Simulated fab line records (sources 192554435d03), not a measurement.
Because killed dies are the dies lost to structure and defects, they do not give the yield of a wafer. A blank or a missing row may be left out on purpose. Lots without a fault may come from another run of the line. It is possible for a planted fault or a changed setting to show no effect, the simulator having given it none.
Chamber matching / flow n5-finfet / 4 sister chambers for N5_BEOL_M2_ETCH_69 on rie-diel-02
The step etches SiARC in CF4, target depth 15.6 nm, time 26 s. 4 wafers are shown with their chamber, then 7 later ones without.

== WAFERS PAIRED WITH THEIR CHAMBERS ==
wafer=L091.1; chamber=0; showerhead-plenum-p-Torr (Torr)=2.061
wafer=L091.6; chamber=2; showerhead-plenum-p-Torr (Torr)=2.133
wafer=L092.3; chamber=3; showerhead-plenum-p-Torr (Torr)=2.147
wafer=L092.4; chamber=1; showerhead-plenum-p-Torr (Torr)=2.133

== WAFERS MISSING THEIR CHAMBER ==
wafer=L092.6; showerhead-plenum-p-Torr (Torr)=2.061
wafer=L095.2; showerhead-plenum-p-Torr (Torr)=2.131
wafer=L095.5; showerhead-plenum-p-Torr (Torr)=2.130
wafer=L095.6; showerhead-plenum-p-Torr (Torr)=2.059
wafer=L096.1; showerhead-plenum-p-Torr (Torr)=2.129
wafer=L096.2; showerhead-plenum-p-Torr (Torr)=2.129
wafer=L096.3; showerhead-plenum-p-Torr (Torr)=2.144

== EACH ONE'S CHAMBER ==
wafer=L092.6; from the rows above=0; in truth=0
wafer=L095.2; from the rows above=can't be placed: 1 or 2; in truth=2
wafer=L095.5; from the rows above=can't be placed: 1 or 2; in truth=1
wafer=L095.6; from the rows above=0; in truth=0
wafer=L096.1; from the rows above=can't be placed: 1 or 2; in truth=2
wafer=L096.2; from the rows above=can't be placed: 1 or 2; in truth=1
wafer=L096.3; from the rows above=3; in truth=3
Placed correctly: 3 of 7. Unplaceable from these rows: 4, with the true chamber sitting among the candidates in 4. 0 placed wrongly.
How it was worked out, from the rows above alone: a wafer's distance from a chamber is the root of the sum, over the readings, of the square of ((its reading less the chamber's mean) divided by the reading's scatter). The wafer belongs to the nearest chamber; if the next one is less than 2 further off, it can't be placed. The mean given for a chamber averages the wafers shown for that chamber. The scatter: with one shown wafer a chamber, the root of the mean of the squares of how far each hidden wafer lies from its nearest shown one.
